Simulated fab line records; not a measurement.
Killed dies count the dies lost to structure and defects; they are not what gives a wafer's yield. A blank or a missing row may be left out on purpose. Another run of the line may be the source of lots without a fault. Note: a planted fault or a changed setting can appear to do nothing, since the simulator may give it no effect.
A sampling plan put to the test ; flow nandHarc ; 31 faults told of in these records, all on one fab line, each judged by the records of the lots it struck
The plan consists of the line's own looks: route steps at which the wafer is read by a gauge or an inspection but not changed. A look is open to judgement when struck wafers have a number at it and the file gives its usual mean and standard deviation on fault-free wafers. Caught: at a look after the fault's first step, the mean of the struck wafers lies 4 or more of those standard deviations (sigma) from the usual mean. On the tool: the identical test, applied to the tool's own readings at the steps of the fault. If the struck wafers alone have a blank record, or they carry another recipe, that too counts as caught.

## THE FAULTS, as the simulator had put them in
1. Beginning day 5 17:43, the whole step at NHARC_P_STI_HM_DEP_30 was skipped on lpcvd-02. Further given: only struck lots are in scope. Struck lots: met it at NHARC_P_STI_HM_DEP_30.
2. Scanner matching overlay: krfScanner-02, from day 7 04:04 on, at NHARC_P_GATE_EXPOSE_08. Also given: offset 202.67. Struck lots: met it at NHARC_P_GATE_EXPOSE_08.
3. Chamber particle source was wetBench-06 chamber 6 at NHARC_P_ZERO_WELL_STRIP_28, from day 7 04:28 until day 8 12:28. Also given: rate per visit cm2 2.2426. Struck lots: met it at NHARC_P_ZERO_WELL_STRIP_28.
4. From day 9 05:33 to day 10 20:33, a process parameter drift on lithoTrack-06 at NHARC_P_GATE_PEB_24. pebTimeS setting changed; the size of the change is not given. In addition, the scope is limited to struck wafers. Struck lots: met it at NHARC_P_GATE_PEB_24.
5. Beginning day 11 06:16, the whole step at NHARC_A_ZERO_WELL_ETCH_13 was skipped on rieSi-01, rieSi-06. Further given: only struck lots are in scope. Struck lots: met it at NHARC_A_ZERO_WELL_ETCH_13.
6. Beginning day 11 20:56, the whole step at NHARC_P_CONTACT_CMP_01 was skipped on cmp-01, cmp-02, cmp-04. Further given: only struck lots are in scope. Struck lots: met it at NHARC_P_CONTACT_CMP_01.
7. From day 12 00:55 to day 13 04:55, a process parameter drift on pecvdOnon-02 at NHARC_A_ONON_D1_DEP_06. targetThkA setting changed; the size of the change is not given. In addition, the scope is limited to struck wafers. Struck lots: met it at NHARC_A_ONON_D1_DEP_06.
8. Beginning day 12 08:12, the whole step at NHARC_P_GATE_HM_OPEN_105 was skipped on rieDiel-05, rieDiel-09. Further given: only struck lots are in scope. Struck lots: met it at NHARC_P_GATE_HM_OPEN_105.
9. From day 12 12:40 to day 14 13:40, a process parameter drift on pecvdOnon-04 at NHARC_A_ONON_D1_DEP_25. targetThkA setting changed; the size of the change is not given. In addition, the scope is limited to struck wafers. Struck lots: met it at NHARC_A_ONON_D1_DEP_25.
10. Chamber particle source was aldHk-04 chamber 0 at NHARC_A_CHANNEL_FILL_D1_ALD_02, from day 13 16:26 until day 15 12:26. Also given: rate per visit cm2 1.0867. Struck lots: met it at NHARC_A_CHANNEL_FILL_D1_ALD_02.
11. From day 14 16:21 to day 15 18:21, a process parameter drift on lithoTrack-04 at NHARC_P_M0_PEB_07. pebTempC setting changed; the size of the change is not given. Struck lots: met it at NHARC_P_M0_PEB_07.
12. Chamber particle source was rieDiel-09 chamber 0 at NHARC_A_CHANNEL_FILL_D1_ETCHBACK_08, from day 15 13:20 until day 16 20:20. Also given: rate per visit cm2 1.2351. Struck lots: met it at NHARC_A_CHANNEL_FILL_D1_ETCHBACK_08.
13. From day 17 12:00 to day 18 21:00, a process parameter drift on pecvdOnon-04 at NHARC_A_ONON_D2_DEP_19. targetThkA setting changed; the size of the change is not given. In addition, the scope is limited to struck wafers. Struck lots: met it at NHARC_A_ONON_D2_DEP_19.
14. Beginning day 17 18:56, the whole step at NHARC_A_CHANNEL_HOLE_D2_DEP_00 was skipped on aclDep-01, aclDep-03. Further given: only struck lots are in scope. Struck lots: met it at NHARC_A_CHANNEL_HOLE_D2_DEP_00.
15. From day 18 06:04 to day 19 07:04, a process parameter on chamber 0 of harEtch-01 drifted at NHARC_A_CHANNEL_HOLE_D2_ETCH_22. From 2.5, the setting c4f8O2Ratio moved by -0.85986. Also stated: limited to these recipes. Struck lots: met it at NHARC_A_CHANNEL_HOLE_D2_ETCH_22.
16. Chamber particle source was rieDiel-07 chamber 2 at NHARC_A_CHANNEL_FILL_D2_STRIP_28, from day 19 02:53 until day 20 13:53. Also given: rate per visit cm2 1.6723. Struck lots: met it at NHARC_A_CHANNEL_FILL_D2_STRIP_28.
17. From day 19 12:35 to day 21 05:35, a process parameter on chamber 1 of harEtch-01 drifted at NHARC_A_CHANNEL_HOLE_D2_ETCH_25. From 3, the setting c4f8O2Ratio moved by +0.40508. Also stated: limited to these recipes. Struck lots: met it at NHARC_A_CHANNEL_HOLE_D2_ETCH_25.
18. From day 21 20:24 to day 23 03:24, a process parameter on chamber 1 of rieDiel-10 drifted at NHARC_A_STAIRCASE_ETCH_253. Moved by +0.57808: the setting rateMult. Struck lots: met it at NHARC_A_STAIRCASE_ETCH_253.
19. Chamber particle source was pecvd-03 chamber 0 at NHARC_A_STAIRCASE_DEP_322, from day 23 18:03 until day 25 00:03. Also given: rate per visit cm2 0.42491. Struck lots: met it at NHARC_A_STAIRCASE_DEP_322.
20. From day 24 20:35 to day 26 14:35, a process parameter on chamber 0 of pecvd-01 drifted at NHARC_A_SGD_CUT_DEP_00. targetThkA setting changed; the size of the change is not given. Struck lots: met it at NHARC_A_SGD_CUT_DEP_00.
21. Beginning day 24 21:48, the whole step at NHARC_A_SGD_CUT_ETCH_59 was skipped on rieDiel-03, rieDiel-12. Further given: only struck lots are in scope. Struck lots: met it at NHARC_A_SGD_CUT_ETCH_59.
22. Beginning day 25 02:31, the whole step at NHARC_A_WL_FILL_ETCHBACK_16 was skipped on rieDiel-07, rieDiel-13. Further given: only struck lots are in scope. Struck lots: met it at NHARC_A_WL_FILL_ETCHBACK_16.
23. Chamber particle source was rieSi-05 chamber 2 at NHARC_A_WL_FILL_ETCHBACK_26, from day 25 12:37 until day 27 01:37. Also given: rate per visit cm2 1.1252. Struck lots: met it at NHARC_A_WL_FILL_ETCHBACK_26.
24. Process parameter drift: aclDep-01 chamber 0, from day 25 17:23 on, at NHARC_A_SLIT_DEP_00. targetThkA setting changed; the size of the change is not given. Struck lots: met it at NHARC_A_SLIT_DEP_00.
25. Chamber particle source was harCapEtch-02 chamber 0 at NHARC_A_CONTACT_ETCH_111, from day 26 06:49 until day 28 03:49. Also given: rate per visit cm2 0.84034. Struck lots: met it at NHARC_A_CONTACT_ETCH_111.
26. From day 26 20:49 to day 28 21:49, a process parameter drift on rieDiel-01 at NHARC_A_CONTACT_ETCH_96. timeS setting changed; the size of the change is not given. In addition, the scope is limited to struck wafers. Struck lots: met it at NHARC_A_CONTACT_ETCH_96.
27. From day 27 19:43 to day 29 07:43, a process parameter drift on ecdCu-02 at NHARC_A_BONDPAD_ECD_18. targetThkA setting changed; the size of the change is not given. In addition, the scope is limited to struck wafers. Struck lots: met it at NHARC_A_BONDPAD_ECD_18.
28. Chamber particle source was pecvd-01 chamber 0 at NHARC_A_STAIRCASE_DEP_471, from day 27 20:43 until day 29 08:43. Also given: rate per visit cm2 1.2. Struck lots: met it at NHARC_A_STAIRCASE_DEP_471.
29. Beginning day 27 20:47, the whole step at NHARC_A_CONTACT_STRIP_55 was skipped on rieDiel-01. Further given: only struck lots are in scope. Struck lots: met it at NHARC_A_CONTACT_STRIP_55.
30. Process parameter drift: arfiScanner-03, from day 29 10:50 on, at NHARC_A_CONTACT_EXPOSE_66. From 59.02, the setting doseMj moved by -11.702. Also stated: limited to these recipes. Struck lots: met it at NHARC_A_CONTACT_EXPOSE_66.
31. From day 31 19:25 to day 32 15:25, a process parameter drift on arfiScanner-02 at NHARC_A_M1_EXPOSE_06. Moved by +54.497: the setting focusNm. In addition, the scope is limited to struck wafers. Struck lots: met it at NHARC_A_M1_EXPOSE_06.

## WHAT THE PLAN SAW
fault;on the tool itself;first look that catches it;reading, sigma;median hours from its first step to that look;hours from the fault's start to the first struck lot there;judged looks passed uncaught
1;the tool's record is blank for the struck wafers;NHARC_END_SORT_01;killedAtPeriphery +99 or beyond;566.8;552;0
2;under 2 sigma;NHARC_END_SORT_01;killedAtPeriphery +99 or beyond;525.9;566;0
3;under 2 sigma;NHARC_P_ZERO_WELL_INSPECT_43;rawDefectCount +99 or beyond;4.1;29;1
4;heaterPowerTotalW +17 sigma;NHARC_P_GATE_CD_MEAS_26;cdNm +5.1;0.1;0;0
5;the tool's record is blank for the struck wafers;NHARC_END_SORT_01;killedDies +34;444.4;440;0
6;the tool's record is blank for the struck wafers;NHARC_END_SORT_01;killedAtPeriphery +99 or beyond;465.1;475;2
7;under 2 sigma;NHARC_A_ONON_D1_THK_MEAS_08;thkNm -32;0.5;4;0
8;the tool's record is blank for the struck wafers;NHARC_END_SORT_01;killedAtPeriphery +99 or beyond;477.1;479;0
9;no reading that can be judged;NHARC_A_ONON_D1_THK_MEAS_27;thkNm -37;0.5;5;0
10;under 2 sigma;NHARC_END_SORT_01;killedAtArray +4.5;393.9;426;1
11;plateTempC +12 sigma;NHARC_P_M0_CD_MEAS_09;cdNm +7.7;0.1;10;0
12;under 2 sigma;none of the 2 looks that can be judged after it;strongest: killedAtArray at NHARC_END_SORT_01, +3.8;-;-;2
13;under 2 sigma;NHARC_A_ONON_D2_THK_MEAS_21;thkNm -11;0.3;0;0
14;the tool's record is blank for the struck wafers;NHARC_A_CHANNEL_HOLE_D2_INSPECT_40;rawDefectCount +45;21.3;18;0
15;under 2 sigma;not the one look that can be judged after it;-;-;-;1
16;only faintly: throttleValvePct +2.3 sigma;NHARC_END_SORT_01;killedAtArray +4.4;269.8;276;0
17;under 2 sigma;no look after it can be judged;-;-;-;0
18;oesProductAu +16 sigma;NHARC_END_SORT_01;killedAtArray +34;221.0;222;0
19;under 2 sigma;none of the 2 looks that can be judged after it;strongest: killedAtArray at NHARC_END_SORT_01, +3.3;-;-;2
20;under 2 sigma;NHARC_END_SORT_01;killedAtArray +13;142.5;142;0
21;the tool's record is blank for the struck wafers;NHARC_END_SORT_01;killedAtArray +34;147.3;140;0
22;the tool's record is blank for the struck wafers;NHARC_END_SORT_01;killedAtArray +34;97.1;94;0
23;under 2 sigma;NHARC_END_SORT_01;killedDies +4.5;97.7;103;1
24;under 2 sigma;NHARC_END_SORT_01;killedDies +34;119.6;168;0
25;under 2 sigma;NHARC_END_SORT_01;killedDies +4.1;84.7;84;1
26;runLengthS -9.5 sigma;not the one look that can be judged after it;strongest: killedAtArray at NHARC_END_SORT_01, +3.6;-;-;1
27;under 2 sigma;NHARC_END_SORT_01;killedAtArray +34;30.0;28;0
28;under 2 sigma;none of the 2 looks that can be judged after it;strongest: killedDies at NHARC_END_SORT_01, +3.7;-;-;2
29;the tool's record is blank for the struck wafers;NHARC_END_SORT_01;killedAtArray +34;85.8;85;0
30;exposureDoseMJCm2 -28 sigma;NHARC_A_CONTACT_CD_MEAS_69;cdNm -16;0.1;17;0
31;no reading that can be judged;none of the 2 looks that can be judged after it;strongest: cdNm at NHARC_A_M1_CD_MEAS_09, +3.3;-;-;2
Dash: fault not caught, or number not given in these records.

Caught at a look: 24 of 31. Caught on the tool: 13 of 31. By one or the other: 25 of 31.
Caught on the tool alone: fault 26.
Caught at a look alone: faults 2, 3, 7, 9, 10, 13, 16, 20, 23, 24, 25, 27.
Caught by neither: faults 12, 15, 17, 19, 28, 31.

## THINNER SAMPLING
If the look that catches a fault measured only every second or every third lot, by lot number, the first struck lot would be measured this late in the worst case:
fault;struck lots at that look, in order of time;every lot;every second lot;every third lot
1;L494, L495;552 h;599 h;may miss all 2
2;L503, L504;566 h;572 h;may miss all 2
3;L951;29 h;may miss it;may miss it
4;L433, L434, L440;0 h;2 h;may miss all 3
5;L118, L114, L113;440 h;474 h;474 h
6;L477, L476, L478;475 h;477 h;486 h
7;L401, L402, L403;4 h;12 h;16 h
8;L720, L721;479 h;489 h;may miss all 2
9;L304, L301;5 h;5 h;may miss all 2
10;L367;426 h;may miss it;may miss it
11;L998, L999;10 h;16 h;may miss all 2
13;L695, L696, L705;0 h;1 h;may miss all 3
14;L771, L773;18 h;may miss all 2;may miss all 2
16;L230;276 h;may miss it;may miss it
18;L124;222 h;may miss it;may miss it
20;L779, L783;142 h;may miss all 2;may miss all 2
21;L683, L686;140 h;156 h;may miss all 2
22;L684, L690;94 h;may miss all 2;may miss all 2
23;L983, L982;103 h;133 h;may miss all 2
24;L680;168 h;may miss it;may miss it
25;L502, L509;84 h;121 h;may miss all 2
27;L710, L716;28 h;may miss all 2;may miss all 2
29;L716, L718, L717;85 h;94 h;94 h
30;L465, L469;17 h;may miss all 2;may miss all 2
Hours are from the fault's start to the first struck lot that is measured. The limit of 4 sigma was tested on all struck wafers together, so one lot alone may lie under it. Other struck lots may not be in these records.

## THE LONGEST TIMED WAY FROM STEP TO LOOK
In fault 1, a median of 566.8 hours elapses between NHARC_P_STI_HM_DEP_30 and NHARC_END_SORT_01. No look between them can be judged.
